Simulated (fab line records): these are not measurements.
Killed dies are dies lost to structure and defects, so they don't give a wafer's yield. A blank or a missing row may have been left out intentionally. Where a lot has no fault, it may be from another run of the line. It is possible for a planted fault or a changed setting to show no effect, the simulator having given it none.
fab line records + flow nand-harc
record
- lots=13
- wafers=39
- last-day=33
route steps=1302 shown P_CONTACT@234 P_M0@260
lots that met no fault: from a run of the same line without faults
start-h: start of the lot's first displayed wafer, in hours after the record's first day + wait-h: hours elapsed since this lot's preceding step + " the same as in the row above + L1.1+2: a single row standing in for several wafers + - value missing, or start not given + * or withheld: withheld + < > ~ a bound
route shown NAME@n: names a module that has steps shown in the file, with the first one's number in the route + usual: mean/standard deviation of fault-free wafers + same: alike in all rows + chamber/n: place in a boat + sites: each site's reading + _std_site: their standard deviation + _edge_site: the outer-site mean with the inner-site mean subtracted + radius-mm: for every site, how far away it sits from the centre of the wafer + mask NAME#n: copy n + behind: the tool/chamber that last shaped the wafer + hold: the reason the lot was held/the length of the hold in hours/how it ended + device: names the non-switching transistor (n, p or np) + end of line: tests of these same wafers at the route's end + a step with no rows: only its recipe + killed: count of dies lost to structure and defects at first sort (not the wafer's yield) + map: a wafer's dies, x killed, . not, _ none there
set.NAME: the run value of the setting; set.NAME@STEP: its run value at that earlier step + model.NAME: the simulator's own value behind a step, which no gauge read
a sample of lots followed through the steps of the route, with each step as a table and each wafer as a row
services: when a tool's chamber went out of use (start-h, in hours from the record's first day, below 0 if earlier), for how many hours, and the reason
## steps
# step NHARC_P_CONTACT_INSPECT_14
# usual
- raw-defect-count=4.3/2.7
| lot.wafer | tool              | chamber | start-h | wait-h | raw-defect-count |
|-----------|-------------------|---------|---------|--------|------------------|
| L323.3    | defect-inspect-02 | -       | 123.24  | 0.0    | 6                |
| L323.4    | "                 | -       | "       | "      | 3                |
| L323.5    | "                 | -       | "       | "      | 2                |
| L325.1    | defect-inspect-02 | -       | 136.94  | 0.0    | 1                |
| L325.2    | "                 | -       | "       | "      | 1                |
| L325.5    | "                 | -       | "       | "      | 1                |
| L326.2    | defect-inspect-02 | -       | 150.53  | 0.0    | 0                |
| L326.3    | "                 | -       | "       | "      | 2                |
| L326.4    | "                 | -       | "       | "      | 2                |
| L328.1    | defect-inspect-01 | -       | 170.10  | 0.0    | 4                |
| L328.3    | "                 | -       | "       | "      | 5                |
| L328.4    | "                 | -       | "       | "      | 1                |
| L330.2    | defect-inspect-02 | -       | 191.70  | 0.0    | 9                |
| L330.3    | "                 | -       | "       | "      | 6                |
| L330.6    | "                 | -       | "       | "      | 2                |
| L331.2    | defect-inspect-01 | -       | 201.12  | 0.0    | 1                |
| L331.3    | "                 | -       | "       | "      | 2                |
| L331.5    | "                 | -       | "       | "      | 2                |
| L332.3    | defect-inspect-02 | -       | 206.32  | 0.0    | 4                |
| L332.4    | "                 | -       | "       | "      | 6                |
| L332.6    | "                 | -       | "       | "      | 2                |
| L333.2    | defect-inspect-01 | -       | 215.50  | 0.0    | 4                |
| L333.3    | "                 | -       | "       | "      | 4                |
| L333.5    | "                 | -       | "       | "      | 4                |
| L334.2    | defect-inspect-01 | -       | 229.26  | 0.0    | 4                |
| L334.5    | "                 | -       | "       | "      | 8                |
| L334.6    | "                 | -       | "       | "      | 4                |
| L335.1    | defect-inspect-02 | -       | 239.67  | 0.0    | 4                |
| L335.2    | "                 | -       | "       | "      | 4                |
| L335.6    | "                 | -       | "       | "      | 7                |
| L336.1    | defect-inspect-02 | -       | 243.75  | 0.0    | 4                |
| L336.4    | "                 | -       | "       | "      | 0                |
| L336.5    | "                 | -       | "       | "      | 2                |
| L342.1    | defect-inspect-02 | -       | 309.78  | 0.0    | 2                |
| L342.2    | "                 | -       | "       | "      | 3                |
| L342.5    | "                 | -       | "       | "      | 3                |
| L345.2    | defect-inspect-02 | -       | 333.99  | 0.0    | 12               |
| L345.4    | "                 | -       | "       | "      | 9                |
| L345.6    | "                 | -       | "       | "      | 13               |
# step NHARC_P_CONTACT_ALD_22
# recipe
- target-thk-a=30
- pulse-time-s=1
- ald-cycles=150
- temp-c=450
- material=TiN
# usual
- heater-power-w=1076/120
- precursor-pulse-height-rel=1.000/0.02
| lot.wafer | tool         | chamber | start-h | wait-h | heater-power-w | precursor-pulse-height-rel |
|-----------|--------------|---------|---------|--------|----------------|----------------------------|
| L323.3    | ald-metal-03 | 3       | 125.16  | -      | 887            | 0.977                      |
| L323.4    | "            | 0       | "       | "      | 1062           | 0.989                      |
| L323.5    | "            | 2       | "       | "      | 1186           | 1.032                      |
| L325.1    | ald-metal-04 | 0       | 138.83  | -      | 915            | 1.006                      |
| L325.2    | "            | 1       | "       | "      | 987            | 0.996                      |
| L325.5    | "            | 0       | "       | "      | 926            | 1.003                      |
| L326.2    | ald-metal-03 | 1       | 152.43  | -      | 999            | 0.983                      |
| L326.3    | "            | 2       | "       | "      | 1185           | 0.992                      |
| L326.4    | "            | 3       | "       | "      | 907            | 1.018                      |
| L328.1    | ald-metal-04 | 2       | 171.99  | -      | 1309           | 0.996                      |
| L328.4    | "            | 0       | "       | "      | 940            | 0.975                      |
| L328.3    | "            | 1       | "       | "      | 998            | 1.025                      |
| L330.2    | ald-metal-04 | 3       | 193.59  | -      | 1144           | 0.938                      |
| L330.3    | "            | 0       | "       | "      | 933            | 1.022                      |
| L330.6    | "            | 0       | "       | "      | 917            | 1.000                      |
| L331.2    | ald-metal-01 | 3       | 203.03  | -      | 969            | 1.040                      |
| L331.3    | "            | 1       | "       | "      | 1197           | 0.977                      |
| L331.5    | "            | 3       | "       | "      | 994            | 1.000                      |
| L332.4    | ald-metal-03 | 2       | 208.22  | -      | 1159           | 0.971                      |
| L332.3    | "            | 3       | "       | "      | 888            | 1.005                      |
| L332.6    | "            | 2       | "       | "      | 1218           | 1.020                      |
| L333.3    | ald-metal-01 | 1       | 217.39  | -      | 1189           | 1.005                      |
| L333.2    | "            | 2       | "       | "      | 1228           | 1.020                      |
| L333.5    | "            | 2       | "       | "      | 1219           | 0.976                      |
| L334.2    | ald-metal-03 | 1       | 231.20  | -      | 1011           | 1.003                      |
| L334.5    | "            | 1       | "       | "      | 1008           | 1.004                      |
| L334.6    | "            | 2       | "       | "      | 1150           | 1.011                      |
| L335.2    | ald-metal-04 | 0       | 241.68  | -      | 929            | 0.986                      |
| L335.1    | "            | 1       | "       | "      | 964            | 1.004                      |
| L335.6    | "            | 0       | "       | "      | 938            | 1.035                      |
| L336.1    | ald-metal-03 | 3       | 245.72  | -      | 872            | 1.032                      |
| L336.4    | "            | 0       | "       | "      | 1053           | 1.011                      |
| L336.5    | "            | 2       | "       | "      | 1149           | 0.998                      |
| L342.2    | ald-metal-04 | 3       | 311.70  | -      | 1221           | 0.996                      |
| L342.1    | "            | 1       | "       | "      | 981            | 1.013                      |
| L342.5    | "            | 2       | "       | "      | 1272           | 1.006                      |
| L345.2    | ald-metal-01 | 1       | 335.90  | -      | 1189           | 1.010                      |
| L345.4    | "            | 3       | "       | "      | 970            | 0.996                      |
| L345.6    | "            | 0       | "       | "      | 1095           | 0.970                      |
# step NHARC_P_M0_EXPOSE_06
# recipe
- na=1.35
- target-cd-nm=90
- dose-mj=81.28
- mask-id=P_M0
| lot.wafer  | tool            | chamber | start-h | wait-h | mask   |
|------------|-----------------|---------|---------|--------|--------|
| L323.3+4+5 | arfi-scanner-02 | 0       | 127.15  | -      | P_M0#0 |
| L325.1+2+5 | arfi-scanner-01 | 0       | 140.86  | -      | P_M0#0 |
| L326.2+3+4 | arfi-scanner-03 | 0       | 154.45  | -      | P_M0#0 |
| L328.1+3+4 | arfi-scanner-02 | 0       | 174.17  | -      | P_M0#0 |
| L330.2+3+6 | arfi-scanner-03 | 0       | 195.75  | -      | P_M0#0 |
| L331.2+3+5 | arfi-scanner-02 | 0       | 205.56  | -      | P_M0#0 |
| L332.3+4+6 | arfi-scanner-01 | 0       | 210.23  | -      | P_M0#0 |
| L333.2+3+5 | arfi-scanner-02 | 0       | 219.41  | -      | P_M0#0 |
| L334.2+5+6 | arfi-scanner-01 | 0       | 233.78  | -      | P_M0#0 |
| L335.1+2+6 | arfi-scanner-02 | 0       | 244.17  | -      | P_M0#0 |
| L336.1+4+5 | arfi-scanner-03 | 0       | 247.68  | -      | P_M0#0 |
| L342.1+2+5 | arfi-scanner-03 | 0       | 313.64  | -      | P_M0#0 |
| L345.2+4+6 | arfi-scanner-03 | 0       | 338.02  | -      | P_M0#0 |
# step NHARC_P_M0_OVL_MEAS_10
# recipe
- pitch-nm=180
# usual
- overlay-x-nm=-0.2/0.81
- overlay-y-nm=0.2/0.77
| lot.wafer | tool       | chamber | start-h | wait-h | overlay-x-nm | overlay-y-nm |
|-----------|------------|---------|---------|--------|--------------|--------------|
| L323.3    | overlay-02 | -       | 127.37  | -      | 0.8          | -0.2         |
| L323.4    | "          | -       | "       | "      | 1.1          | 0.2          |
| L323.5    | "          | -       | "       | "      | 1.1          | -0.2         |
| L325.1    | overlay-01 | -       | 141.09  | -      | -1.6         | -0.2         |
| L325.2    | "          | -       | "       | "      | -1.2         | 0.1          |
| L325.5    | "          | -       | "       | "      | -1.2         | 0.3          |
| L326.2    | overlay-01 | -       | 154.67  | -      | -0.4         | -0.1         |
| L326.3    | "          | -       | "       | "      | -0.1         | -0.7         |
| L326.4    | "          | -       | "       | "      | -0.2         | -0.9         |
| L328.1    | overlay-01 | -       | 174.40  | -      | -0.8         | 0.3          |
| L328.3    | "          | -       | "       | "      | -0.7         | 0.1          |
| L328.4    | "          | -       | "       | "      | -0.3         | 0.0          |
| L330.2    | overlay-01 | -       | 195.98  | -      | 0.5          | -0.8         |
| L330.3    | "          | -       | "       | "      | 0.6          | -1.1         |
| L330.6    | "          | -       | "       | "      | 0.3          | -0.8         |
| L331.2    | overlay-02 | -       | 205.78  | -      | -0.6         | -0.5         |
| L331.3    | "          | -       | "       | "      | 0.4          | -0.4         |
| L331.5    | "          | -       | "       | "      | -0.1         | -0.2         |
| L332.3    | overlay-02 | -       | 210.46  | -      | 0.1          | 1.0          |
| L332.4    | "          | -       | "       | "      | -0.1         | 0.6          |
| L332.6    | "          | -       | "       | "      | -0.1         | 0.6          |
| L333.2    | overlay-01 | -       | 219.63  | -      | -1.0         | 0.8          |
| L333.3    | "          | -       | "       | "      | -1.3         | 1.1          |
| L333.5    | "          | -       | "       | "      | -0.5         | 1.3          |
| L334.2    | overlay-02 | -       | 234.00  | -      | 0.0          | -0.9         |
| L334.5    | "          | -       | "       | "      | 0.2          | -0.6         |
| L334.6    | "          | -       | "       | "      | -0.4         | -0.9         |
| L335.1    | overlay-02 | -       | 244.40  | -      | -0.5         | 1.2          |
| L335.2    | "          | -       | "       | "      | -0.5         | 1.1          |
| L335.6    | "          | -       | "       | "      | -0.3         | 0.4          |
| L336.1    | overlay-02 | -       | 247.91  | -      | -1.0         | -0.8         |
| L336.4    | "          | -       | "       | "      | -0.9         | -1.2         |
| L336.5    | "          | -       | "       | "      | -1.3         | -0.5         |
| L342.1    | overlay-01 | -       | 313.87  | -      | 21.6         | 0.5          |
| L342.2    | "          | -       | "       | "      | 21.3         | 0.7          |
| L342.5    | "          | -       | "       | "      | 21.8         | 1.0          |
| L345.2    | overlay-02 | -       | 338.24  | -      | 23.8         | -0.1         |
| L345.4    | "          | -       | "       | "      | 23.5         | -0.3         |
| L345.6    | "          | -       | "       | "      | 23.9         | 0.0          |
# step NHARC_P_M0_DEGAS_28
# recipe
- temp-c=250
- time-s=60
# usual
- heater-power-w=321/36
| lot.wafer | tool           | chamber | start-h | wait-h | heater-power-w |
|-----------|----------------|---------|---------|--------|----------------|
| L323.3    | pvd-sputter-02 | -       | 128.38  | -      | 311            |
| L323.4    | "              | -       | "       | "      | 283            |
| L323.5    | "              | -       | "       | "      | 310            |
| L325.2    | pvd-sputter-02 | -       | 142.12  | -      | 305            |
| L325.1    | "              | -       | "       | "      | 362            |
| L325.5    | "              | -       | "       | "      | 274            |
| L326.4    | pvd-sputter-01 | -       | 155.68  | -      | 342            |
| L326.2    | "              | -       | "       | "      | 264            |
| L326.3    | "              | -       | "       | "      | 342            |
| L328.4    | pvd-sputter-01 | -       | 175.43  | -      | 321            |
| L328.3    | "              | -       | "       | "      | 267            |
| L328.1    | "              | -       | "       | "      | 345            |
| L330.3    | pvd-sputter-01 | -       | 197.00  | -      | 345            |
| L330.2    | "              | -       | "       | "      | 258            |
| L330.6    | "              | -       | "       | "      | 340            |
| L331.3    | pvd-sputter-01 | -       | 207.00  | -      | 313            |
| L331.2    | "              | -       | "       | "      | 258            |
| L331.5    | "              | -       | "       | "      | 312            |
| L332.3    | pvd-sputter-03 | -       | 211.61  | -      | 366            |
| L332.4    | "              | -       | "       | "      | 298            |
| L332.6    | "              | -       | "       | "      | 357            |
| L333.3    | pvd-sputter-02 | -       | 220.86  | -      | 276            |
| L333.2    | "              | -       | "       | "      | 359            |
| L333.5    | "              | -       | "       | "      | 286            |
| L334.2    | pvd-sputter-03 | -       | 235.08  | -      | 369            |
| L334.6    | "              | -       | "       | "      | 363            |
| L334.5    | "              | -       | "       | "      | 361            |
| L335.1    | pvd-sputter-03 | -       | 246.17  | -      | 385            |
| L335.2    | "              | -       | "       | "      | 366            |
| L335.6    | "              | -       | "       | "      | 393            |
| L336.4    | pvd-sputter-01 | -       | 248.94  | -      | 267            |
| L336.1    | "              | -       | "       | "      | 333            |
| L336.5    | "              | -       | "       | "      | 307            |
| L342.1    | pvd-sputter-01 | -       | 314.88  | -      | 270            |
| L342.2    | "              | -       | "       | "      | 335            |
| L342.5    | "              | -       | "       | "      | 338            |
| L345.4    | pvd-sputter-02 | -       | 340.02  | -      | 309            |
| L345.2    | "              | -       | "       | "      | 298            |
| L345.6    | "              | -       | "       | "      | 344            |
## services
| tool            | chamber | start-h | hours | kind   |
|-----------------|---------|---------|-------|--------|
| pvd-sputter-02  | -       | 117.84  | 10.0  | pm     |
| ald-metal-04    | -       | 118.00  | 10.0  | pm     |
| arfi-scanner-02 | -       | 124.81  | 0.6   | repair |
| arfi-scanner-02 | -       | 137.59  | 0.2   | repair |
| arfi-scanner-02 | -       | 140.00  | 4.0   | pm     |
| ald-metal-01    | -       | 170.00  | 10.0  | pm     |
| pvd-sputter-03  | -       | 170.03  | 10.0  | pm     |
| pvd-sputter-03  | -       | 180.82  | 9.6   | repair |
| pvd-sputter-02  | -       | 186.20  | 3.7   | repair |
| ald-metal-01    | -       | 188.25  | 0.6   | repair |
| arfi-scanner-03 | -       | 196.00  | 4.0   | pm     |
| pvd-sputter-03  | -       | 209.24  | 1.8   | repair |
| ald-metal-03    | -       | 212.00  | 10.0  | pm     |
| pvd-sputter-03  | -       | 223.73  | 0.8   | repair |
| pvd-sputter-02  | -       | 225.85  | 12.0  | repair |
| pvd-sputter-01  | -       | 226.03  | 10.0  | pm     |
| arfi-scanner-03 | -       | 277.99  | 1.6   | repair |
| ald-metal-04    | 1       | 279.50  | 23.1  | repair |
| ald-metal-03    | 2       | 289.73  | 39.5  | repair |
| pvd-sputter-02  | -       | 295.84  | 10.0  | pm     |
| ald-metal-04    | -       | 296.02  | 10.0  | pm     |
| ald-metal-04    | 0       | 306.62  | 12.6  | repair |
| arfi-scanner-02 | -       | 312.00  | 4.0   | pm     |
| pvd-sputter-01  | -       | 322.53  | 0.6   | repair |
## key
first-sign
- step=NHARC_P_M0_OVL_MEAS_10
- reading=overlay-x-nm
- direction=up
- sigmas=28
- usual=-0.2
- struck=22.6
effect none on later readings
met-at NHARC_P_M0_EXPOSE_06
struck-lots L342,L345
not-acting-at NHARC_P_CONTACT_INSPECT_14,NHARC_P_CONTACT_ALD_22,NHARC_P_M0_DEGAS_28
onset-between 247.68 313.64
also-fits time
fault
- kind=scanner-matching-overlay
- tool=arfi-scanner-03
- chamber=-
- onset-h=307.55
- steps=NHARC_P_M0_EXPOSE_06
- offset=23.101
